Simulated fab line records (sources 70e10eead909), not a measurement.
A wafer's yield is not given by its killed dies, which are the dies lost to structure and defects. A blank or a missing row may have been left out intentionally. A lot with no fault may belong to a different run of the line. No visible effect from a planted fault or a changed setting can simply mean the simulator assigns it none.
Commonality check across tools / flow nandHarc / Lots sampled 11, wafers sampled 33

== WHAT PROMPTED THE OPENING ==
Flagged at NHARC_P_GATE_INSPECT_68: reading rawDefectCount, on 2 of 11 lots. Wafers without a fault read 211, standard deviation 66.
Rule: a lot is flagged in two cases, either no wafer of it has a number, or all its wafers with numbers fall more than 4 standard deviations from that mean. As for the other lots, they are considered sound.

lot=L189; measured=day 5 23:57; on=defectInspect-02; rawDefectCount, wafer by wafer=110 144 165; flag=
lot=L193; measured=day 7 17:11; on=defectInspect-01; rawDefectCount, wafer by wafer=175 296 218; flag=
lot=L194; measured=day 8 10:47; on=defectInspect-02; rawDefectCount, wafer by wafer=302 194 184; flag=
lot=L195; measured=day 8 18:57; on=defectInspect-02; rawDefectCount, wafer by wafer=1229 1218 1219; flag=FLAGGED
lot=L196; measured=day 9 08:47; on=defectInspect-02; rawDefectCount, wafer by wafer=1227 1298 1301; flag=FLAGGED
lot=L197; measured=day 9 18:09; on=defectInspect-01; rawDefectCount, wafer by wafer=254 313 197; flag=
lot=L204; measured=day 12 14:29; on=defectInspect-02; rawDefectCount, wafer by wafer=212 226 196; flag=
lot=L205; measured=day 12 22:16; on=defectInspect-02; rawDefectCount, wafer by wafer=221 304 342; flag=
lot=L206; measured=day 13 05:02; on=defectInspect-02; rawDefectCount, wafer by wafer=176 419 195; flag=
lot=L208; measured=day 14 05:29; on=defectInspect-01; rawDefectCount, wafer by wafer=154 185 232; flag=
lot=L210; measured=day 15 02:29; on=defectInspect-01; rawDefectCount, wafer by wafer=155 144 153; flag=
The mean of the flagged lots' numbers is 1249, +1038 from the usual (+16 standard deviations).

== WHICH TOOL RAN EACH LOT ==
Before the reading, the record contains 4 process steps out of a 1302-step route. Every cell lists first the tool, next ch and the chambers used by the sampled wafers, and last the start.
lot=L189; flag=; NHARC_P_GATE_STRIP_111=plasmaAsher-01 ch 1, day 5 17:57; NHARC_P_GATE_STRIP_75=plasmaAsher-01 ch 1, day 5 18:16; NHARC_P_GATE_STRIP_112=plasmaAsher-01 ch 1, day 5 19:45; NHARC_P_GATE_EXPOSE_88=krfScanner-02 ch 0, day 5 20:44
lot=L193; flag=; NHARC_P_GATE_STRIP_111=plasmaAsher-01 ch 0,1, day 7 11:21; NHARC_P_GATE_STRIP_75=plasmaAsher-01 ch 0,1, day 7 11:37; NHARC_P_GATE_STRIP_112=plasmaAsher-02 ch 1, day 7 13:03; NHARC_P_GATE_EXPOSE_88=krfScanner-03 ch 0, day 7 13:58
lot=L194; flag=; NHARC_P_GATE_STRIP_111=plasmaAsher-02 ch 0,1, day 8 04:52; NHARC_P_GATE_STRIP_75=plasmaAsher-02 ch 0,1, day 8 05:05; NHARC_P_GATE_STRIP_112=plasmaAsher-01 ch 0,1, day 8 06:37; NHARC_P_GATE_EXPOSE_88=krfScanner-02 ch 0, day 8 07:34
lot=L195; flag=FLAGGED; NHARC_P_GATE_STRIP_111=plasmaAsher-02 ch 0,1, day 8 13:14; NHARC_P_GATE_STRIP_75=plasmaAsher-02 ch 0,1, day 8 13:30; NHARC_P_GATE_STRIP_112=plasmaAsher-02 ch 0,1, day 8 14:53; NHARC_P_GATE_EXPOSE_88=krfScanner-02, day 8 15:44
lot=L196; flag=FLAGGED; NHARC_P_GATE_STRIP_111=plasmaAsher-01 ch 0,1, day 9 02:53; NHARC_P_GATE_STRIP_75=plasmaAsher-01 ch 0,1, day 9 03:05; NHARC_P_GATE_STRIP_112=plasmaAsher-01 ch 0,1, day 9 04:38; NHARC_P_GATE_EXPOSE_88=krfScanner-03, day 9 05:33
lot=L197; flag=; NHARC_P_GATE_STRIP_111=plasmaAsher-02 ch 0,1, day 9 10:51; NHARC_P_GATE_STRIP_75=plasmaAsher-02 ch 0,1, day 9 11:10; NHARC_P_GATE_STRIP_112=plasmaAsher-02 ch 0,1, day 9 12:29; NHARC_P_GATE_EXPOSE_88=krfScanner-04 ch 0, day 9 13:31
lot=L204; flag=; NHARC_P_GATE_STRIP_111=plasmaAsher-01 ch 0,1, day 12 08:29; NHARC_P_GATE_STRIP_75=plasmaAsher-01 ch 0,1, day 12 08:47; NHARC_P_GATE_STRIP_112=plasmaAsher-02 ch 0,1, day 12 10:14; NHARC_P_GATE_EXPOSE_88=krfScanner-02 ch 0, day 12 11:16
lot=L205; flag=; NHARC_P_GATE_STRIP_111=plasmaAsher-02 ch 0,1, day 12 16:10; NHARC_P_GATE_STRIP_75=plasmaAsher-02 ch 0,1, day 12 16:26; NHARC_P_GATE_STRIP_112=plasmaAsher-02 ch 0,1, day 12 17:55; NHARC_P_GATE_EXPOSE_88=krfScanner-04 ch 0, day 12 18:55
lot=L206; flag=; NHARC_P_GATE_STRIP_111=plasmaAsher-01 ch 0,1, day 12 23:16; NHARC_P_GATE_STRIP_75=plasmaAsher-01 ch 0,1, day 12 23:34; NHARC_P_GATE_STRIP_112=plasmaAsher-01 ch 0,1, day 13 00:53; NHARC_P_GATE_EXPOSE_88=krfScanner-04 ch 0, day 13 01:49
lot=L208; flag=; NHARC_P_GATE_STRIP_111=plasmaAsher-01 ch 0,1, day 13 23:30; NHARC_P_GATE_STRIP_75=plasmaAsher-01 ch 0,1, day 13 23:46; NHARC_P_GATE_STRIP_112=plasmaAsher-02 ch 0,1, day 14 01:13; NHARC_P_GATE_EXPOSE_88=krfScanner-03 ch 0, day 14 02:15
lot=L210; flag=; NHARC_P_GATE_STRIP_111=plasmaAsher-01 ch 0,1, day 14 20:16; NHARC_P_GATE_STRIP_75=plasmaAsher-01 ch 0,1, day 14 20:31; NHARC_P_GATE_STRIP_112=plasmaAsher-02 ch 0,1, day 14 22:02; NHARC_P_GATE_EXPOSE_88=krfScanner-02 ch 0, day 14 23:01
What is done by these steps:
- NHARC_P_GATE_STRIP_111: strips in N2/H2, time 250 s.
- NHARC_P_GATE_STRIP_75: strips in O2.
- NHARC_P_GATE_STRIP_112: strips in N2/H2, time 200 s.
- NHARC_P_GATE_EXPOSE_88: exposes mask P HVN, target cd 2000 nm.
- NHARC_P_GATE_INSPECT_68

== FLAGGED OVER TOTAL, TOOL BY TOOL (the gauges that took the reading come last) ==
step=NHARC_P_GATE_STRIP_111; tool=plasmaAsher-01; lots run=7; flagged=1; share of the flagged lots=some; sound lots run after its first flagged lot=4 (L204,L206,L208,L210)
step=NHARC_P_GATE_STRIP_111; tool=plasmaAsher-02; lots run=4; flagged=1; share of the flagged lots=some; sound lots run after its first flagged lot=2 (L197,L205)
step=NHARC_P_GATE_STRIP_75; tool=plasmaAsher-01; lots run=7; flagged=1; share of the flagged lots=some; sound lots run after its first flagged lot=4 (L204,L206,L208,L210)
step=NHARC_P_GATE_STRIP_75; tool=plasmaAsher-02; lots run=4; flagged=1; share of the flagged lots=some; sound lots run after its first flagged lot=2 (L197,L205)
step=NHARC_P_GATE_STRIP_112; tool=plasmaAsher-01; lots run=4; flagged=1; share of the flagged lots=some; sound lots run after its first flagged lot=1 (L206)
step=NHARC_P_GATE_STRIP_112; tool=plasmaAsher-02; lots run=7; flagged=1; share of the flagged lots=some; sound lots run after its first flagged lot=5 (L197,L204,L205,L208,L210)
step=NHARC_P_GATE_EXPOSE_88; tool=krfScanner-02; lots run=5; flagged=1; share of the flagged lots=some; sound lots run after its first flagged lot=2 (L204,L210)
step=NHARC_P_GATE_EXPOSE_88; tool=krfScanner-03; lots run=3; flagged=1; share of the flagged lots=some; sound lots run after its first flagged lot=1 (L208)
step=NHARC_P_GATE_EXPOSE_88; tool=krfScanner-04; lots run=3; flagged=0; share of the flagged lots=none; sound lots run after its first flagged lot=-
step=NHARC_P_GATE_INSPECT_68; tool=defectInspect-01; lots run=4; flagged=0; share of the flagged lots=none; sound lots run after its first flagged lot=-
step=NHARC_P_GATE_INSPECT_68; tool=defectInspect-02; lots run=7; flagged=2; share of the flagged lots=all; sound lots run after its first flagged lot=3 (L204,L205,L206)

== THE TABLE: WHAT IT ALLOWS ==
1 row of the table ran every flagged lot: defectInspect-02 at NHARC_P_GATE_INSPECT_68.
- defectInspect-02 at NHARC_P_GATE_INSPECT_68 ran 7 lots, 2 of them flagged. After the first flagged lot (L204, L205, L206), sound lots still ran on it; a lasting fault on the whole tool would not permit that.
There is no row in the table that ran each flagged lot and no sound lot after the first.

== WHAT THE SIMULATOR HAD PUT IN ==
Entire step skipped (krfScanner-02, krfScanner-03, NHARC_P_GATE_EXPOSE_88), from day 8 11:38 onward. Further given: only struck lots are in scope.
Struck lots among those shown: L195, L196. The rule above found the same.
